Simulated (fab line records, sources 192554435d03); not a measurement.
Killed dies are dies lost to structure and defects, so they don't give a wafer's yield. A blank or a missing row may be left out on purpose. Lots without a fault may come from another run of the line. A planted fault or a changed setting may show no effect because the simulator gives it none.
Chamber matching | flow n5_finfet | N5_BEOL_M2_ETCH_70 on rie_diel-04: 4 sister chambers
The step etches SOC in N2/H2, target depth 80 nm, overetch 24 nm, time 130 s. 14 wafers are shown with their chamber, then 7 later ones without.

WAFERS WITH THEIR CHAMBER
wafer  | chamber | throttle_valve_pct (%) | drypump_motor_current_A (A) | oes_product_au (a.u.)
L075.1 | 0       | 17.24                  | 6.2                         | 0.63
L075.4 | 2       | 17.47                  | 5.1                         | 0.67
L075.5 | 3       | 17.82                  | 5.5                         | 0.59
L076.2 | 0       | 17.25                  | 6.3                         | 0.63
L076.3 | 3       | 17.82                  | 5.5                         | 0.59
L076.6 | 0       | 17.24                  | 6.3                         | 0.62
L080.1 | 2       | 17.51                  | 5.2                         | 0.66
L080.4 | 0       | 17.27                  | 6.2                         | 0.62
L080.6 | 1       | 18.00                  | 5.5                         | 0.53
L083.1 | 2       | 17.51                  | 5.1                         | 0.66
L083.2 | 3       | 17.84                  | 5.5                         | 0.58
L083.4 | 0       | 17.26                  | 6.2                         | 0.61
L088.1 | 2       | 17.54                  | 5.2                         | 0.64
L088.3 | 3       | 17.88                  | 5.5                         | 0.57

SIGNATURES (means of the wafers above)
reading                 | chamber 0 | chamber 1 | chamber 2 | chamber 3 | scatter within a chamber
throttle_valve_pct      | 17.2520   | 18.0000   | 17.5075   | 17.8400   | 0.0236
drypump_motor_current_A | 6.240     | 5.500     | 5.150     | 5.500     | 0.0469
oes_product_au          | 0.6220    | 0.5300    | 0.6575    | 0.5825    | 0.0101
Rule: a wafer's distance from a chamber is the root of the sum, over the readings, of the square of ((its reading less the chamber's mean) divided by the reading's scatter). The wafer belongs to the nearest chamber; if the next one is less than 2 further off, it can't be placed. The scatter: the root of (the sum of the squares of (reading less its chamber's mean) over the shown wafers, divided by (wafers less chambers)).

WAFERS WITHOUT THEIR CHAMBER
wafer  | throttle_valve_pct (%) | drypump_motor_current_A (A) | oes_product_au (a.u.)
L088.4 | 17.29                  | 6.3                         | 0.60
L091.2 | 17.31                  | 6.3                         | 0.59
L091.5 | 17.89                  | 5.5                         | 0.57
L091.6 | 17.32                  | 6.2                         | 0.59
L092.1 | 18.04                  | 5.5                         | 0.52
L092.4 | 17.55                  | 5.1                         | 0.62
L092.6 | 17.30                  | 6.3                         | 0.59

WHICH CHAMBER EACH WENT THROUGH
wafer  | from the rows above | in truth
L088.4 | 0                   | 0
L091.2 | 0                   | 0
L091.5 | 3                   | 3
L091.6 | 0                   | 0
L092.1 | 1                   | 1
L092.4 | 2                   | 2
L092.6 | 0                   | 0
Placed correctly: 7 of 7. Can't be placed from these rows: 0. Placed wrongly: 0.
